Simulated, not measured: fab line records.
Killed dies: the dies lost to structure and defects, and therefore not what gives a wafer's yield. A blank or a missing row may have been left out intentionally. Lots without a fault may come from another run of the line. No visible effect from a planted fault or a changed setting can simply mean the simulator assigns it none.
A sampling plan put to the test | flow nand harc | one fab line, 15 faults that these records tell of, each judged on the records of the lots that it struck; 1 more is left out, because the records don't allow judging it
What counts as the plan is the set of the line's own looks, namely the steps on the route at which a gauge or an inspection reads a wafer and does not change it. A look is open to judgement when struck wafers have a number at it and the file gives its usual mean and standard deviation on fault-free wafers. Caught: the struck wafers' mean, at a look after the fault's first step, is 4 or more of those standard deviations (sigma) away from the usual mean. On the tool: the same test on the tool's own readings at the fault's steps. Another recipe on the struck wafers, or a record that is blank for them alone, also counts as caught.

## THE FAULTS, as the simulator had put them in
1. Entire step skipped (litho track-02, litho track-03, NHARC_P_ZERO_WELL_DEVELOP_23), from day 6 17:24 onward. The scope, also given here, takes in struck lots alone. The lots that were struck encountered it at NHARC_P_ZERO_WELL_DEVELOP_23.
2. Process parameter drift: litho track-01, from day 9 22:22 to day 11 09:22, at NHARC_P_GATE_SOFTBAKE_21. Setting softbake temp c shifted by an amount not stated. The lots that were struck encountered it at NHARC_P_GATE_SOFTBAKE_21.
3. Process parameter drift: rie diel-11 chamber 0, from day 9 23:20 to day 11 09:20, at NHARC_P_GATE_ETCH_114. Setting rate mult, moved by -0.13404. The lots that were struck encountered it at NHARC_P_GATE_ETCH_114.
4. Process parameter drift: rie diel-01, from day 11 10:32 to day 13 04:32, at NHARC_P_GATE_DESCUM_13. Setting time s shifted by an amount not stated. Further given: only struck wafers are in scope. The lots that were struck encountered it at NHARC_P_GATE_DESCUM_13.
5. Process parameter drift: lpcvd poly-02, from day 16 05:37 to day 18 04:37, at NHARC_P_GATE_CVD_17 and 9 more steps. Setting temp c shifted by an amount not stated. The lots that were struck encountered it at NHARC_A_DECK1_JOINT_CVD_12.
6. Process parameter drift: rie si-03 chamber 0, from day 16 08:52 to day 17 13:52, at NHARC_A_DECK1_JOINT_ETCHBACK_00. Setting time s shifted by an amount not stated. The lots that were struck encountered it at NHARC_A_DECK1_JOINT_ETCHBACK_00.
7. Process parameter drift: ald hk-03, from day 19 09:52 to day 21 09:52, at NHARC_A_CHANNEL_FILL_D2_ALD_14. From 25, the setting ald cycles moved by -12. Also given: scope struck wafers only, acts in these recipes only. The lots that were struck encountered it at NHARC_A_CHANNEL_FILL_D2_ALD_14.
8. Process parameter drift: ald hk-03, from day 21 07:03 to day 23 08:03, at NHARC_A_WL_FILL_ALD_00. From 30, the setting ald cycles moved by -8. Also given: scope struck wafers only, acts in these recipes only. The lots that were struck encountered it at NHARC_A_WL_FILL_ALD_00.
9. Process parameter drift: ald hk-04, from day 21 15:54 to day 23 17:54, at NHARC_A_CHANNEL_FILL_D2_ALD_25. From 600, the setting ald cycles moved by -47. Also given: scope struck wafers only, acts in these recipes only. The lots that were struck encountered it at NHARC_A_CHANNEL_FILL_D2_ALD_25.
10. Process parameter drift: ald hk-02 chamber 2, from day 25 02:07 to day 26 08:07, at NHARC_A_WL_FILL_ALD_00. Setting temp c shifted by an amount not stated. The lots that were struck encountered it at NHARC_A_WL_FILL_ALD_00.
11. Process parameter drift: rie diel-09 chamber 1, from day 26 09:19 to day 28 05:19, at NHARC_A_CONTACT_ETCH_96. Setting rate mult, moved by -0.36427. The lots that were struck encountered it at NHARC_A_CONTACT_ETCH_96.
12. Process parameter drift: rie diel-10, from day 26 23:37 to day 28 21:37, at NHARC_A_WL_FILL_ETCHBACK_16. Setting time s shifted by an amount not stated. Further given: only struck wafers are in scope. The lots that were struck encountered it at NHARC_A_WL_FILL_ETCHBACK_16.
13. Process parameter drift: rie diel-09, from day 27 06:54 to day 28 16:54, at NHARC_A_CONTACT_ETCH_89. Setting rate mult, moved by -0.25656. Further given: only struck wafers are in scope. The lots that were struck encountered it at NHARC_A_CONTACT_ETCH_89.
14. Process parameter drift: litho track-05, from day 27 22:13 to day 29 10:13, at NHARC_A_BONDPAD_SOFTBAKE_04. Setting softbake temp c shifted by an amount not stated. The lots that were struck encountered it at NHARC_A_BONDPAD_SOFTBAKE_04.
15. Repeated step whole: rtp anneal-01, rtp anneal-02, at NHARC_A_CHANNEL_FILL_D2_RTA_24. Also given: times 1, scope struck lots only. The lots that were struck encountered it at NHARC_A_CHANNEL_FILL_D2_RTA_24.

## WHAT THE PLAN SAW
fault | on the tool itself                               | first look that catches it                      | reading, sigma      | median hours from its first step to that look | hours from the fault's start to the first struck lot there | judged looks passed uncaught
1     | the tool's record is blank for the struck wafers | no look after it can be judged                  | -                   | -                                             | -                                                          | 0
2     | heater power total W +42 sigma                   | not the one look that can be judged after it    | -                   | -                                             | -                                                          | 1
3     | oes product au -10.0 sigma                       | no look after it can be judged                  | -                   | -                                             | -                                                          | 0
4     | run length s +4.0 sigma                          | no look after it can be judged                  | -                   | -                                             | -                                                          | 0
5     | tube center temp C +99 or beyond sigma           | not the one look that can be judged after it    | -                   | -                                             | -                                                          | 1
6     | run length s -29 sigma                           | no look after it can be judged                  | -                   | -                                             | -                                                          | 0
7     | under 2 sigma                                    | not the one look that can be judged after it    | -                   | -                                             | -                                                          | 1
8     | under 2 sigma                                    | not the one look that can be judged after it    | -                   | -                                             | -                                                          | 1
9     | under 2 sigma                                    | no look after it can be judged                  | -                   | -                                             | -                                                          | 0
10    | susceptor temp C +25 sigma                       | no look after it can be judged                  | -                   | -                                             | -                                                          | 0
11    | oes product au -7.3 sigma                        | NHARC_END_SORT_01                               | killed at array +29 | 76.8                                          | 111                                                        | 0
12    | run length s +10 sigma                           | no look after it can be judged                  | -                   | -                                             | -                                                          | 0
13    | oes product au -21 sigma                         | NHARC_END_SORT_01                               | killed at array +12 | 54.5                                          | 61                                                         | 0
14    | heater power total W +5.2 sigma                  | none of the 2 looks that can be judged after it | -                   | -                                             | -                                                          | 2
15    | under 2 sigma                                    | not the one look that can be judged after it    | -                   | -                                             | -                                                          | 1
A dash: the fault isn't caught, or these records don't give the number.

Caught at a look: 2 of 15. Caught on the tool: 11 of 15. By one or the other: 11 of 15.
Faults caught by the tool alone: 1, 2, 3, 4, 5, 6, 10, 12, 14.
Caught by neither: faults 7, 8, 9, 15.

## THINNER SAMPLING
Were the look that catches a fault to measure just every second or every third lot (counted by lot number), the first struck lot would, at worst, be measured this late:
fault | struck lots at that look, in order of time | every lot | every second lot | every third lot
11    | L169                                       | 111 h     | may miss it      | may miss it
13    | L968, L971                                 | 61 h      | 81 h             | may miss all 2
Hours: fault start to first struck lot measured. 4 sigma limit: tested on the pooled struck wafers, so a lone lot may be under it. Other struck lots may not be in these records.

## THE LONGEST TIMED WAY FROM STEP TO LOOK
For fault 11, NHARC_A_CONTACT_ETCH_96 and NHARC_END_SORT_01 are separated by a median of 76.8 hours. No look between them can be judged.
